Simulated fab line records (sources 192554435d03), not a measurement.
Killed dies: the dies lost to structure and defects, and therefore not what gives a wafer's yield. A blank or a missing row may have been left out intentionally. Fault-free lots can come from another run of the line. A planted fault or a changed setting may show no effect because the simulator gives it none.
The same fault as seen by 2 desks / flow n5Finfet / each desk has only its own numbers; what lay behind them comes last

## FROM THE METROLOGY DESK
What the gauges read for every lot (on any tool): the sampled wafers with a number, averaged. The brackets show how far a lot's mean lies from the usual mean; more than 4 standard deviations puts the lot out of limits, marked OUT. Of its 10 readings 7 are shown: those that lie furthest out on some lot.
Columns: A = DIBL_N at N5_BEOL_M4_RC_MEAS_101, usual 36.3 mV/V; B = ION_N at N5_BEOL_M4_RC_MEAS_101, usual 675 uA/um; C = ION_P at N5_BEOL_M4_RC_MEAS_101, usual 462 uA/um; D = SS_N at N5_BEOL_M4_RC_MEAS_101, usual 71.6 mV/dec; E = SS_P at N5_BEOL_M4_RC_MEAS_101, usual 73.3 mV/dec; F = VT_N at N5_BEOL_M4_RC_MEAS_101, usual 249 mV; G = VT_P at N5_BEOL_M4_RC_MEAS_101, usual -250 mV
lot=L504; first seen here=day 8 07:33; A=35.4; B=664; C=458; D=70.9; E=73.4; F=254; G=-251
lot=L512; first seen here=day 10 07:11; A=35.3; B=685; C=470; D=71.8; E=74.0; F=250; G=-250
lot=L511; first seen here=day 10 08:14; A=36.0; B=666; C=454; D=71.0; E=73.4; F=251; G=-254
lot=L525; first seen here=day 13 10:15; A=34.2; B=667; C=456; D=71.0; E=73.2; F=253; G=-253
This desk's verdict: no lot among the 4 shows anything out of limits.

## THE TOOL OWNER'S DESK: lithoTrack-05
The tool's own readings at N5_BEOL_M3_COAT_22 (resist thk 30 nm): means of the sampled wafers that have a number, for each lot that ran on this tool. The brackets show how far a lot's mean lies from the usual mean; more than 4 standard deviations puts the lot out of limits, marked OUT.
Columns: A = spinSpeedRpm at N5_BEOL_M3_COAT_22, usual 1499.9 rpm
lot=L504; first seen here=day 7 13:19; A=1500.1
lot=L511; first seen here=day 9 11:40; A=1336.0 (-99 or more) OUT
lot=L512; first seen here=day 9 12:36; A=1336.7 (-99 or more) OUT
This desk finds L511, L512 out of limits, L511 being first, at day 9 11:40 (spinSpeedRpm at N5_BEOL_M3_COAT_22). L504: within limits.

## BROUGHT TOGETHER
An alarm could have come from the tool owner's desk at day 9 11:40, on L511, L512.
Metrology desk: nothing out of limits seen.
The metrology desk holds a record of L511, L512, inside its limits.
The lots listed all ran N5_BEOL_M3_COAT_22 on lithoTrack-05.

## WHAT HAD BEEN PUT IN BY THE SIMULATOR
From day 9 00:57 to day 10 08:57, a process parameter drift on lithoTrack-05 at N5_BEOL_M3_COAT_22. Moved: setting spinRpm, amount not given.
Lots struck among those shown: L511, L512.
Delay in hours, fault start to first out-of-limits reading, by desk: the tool owner's desk at 11.
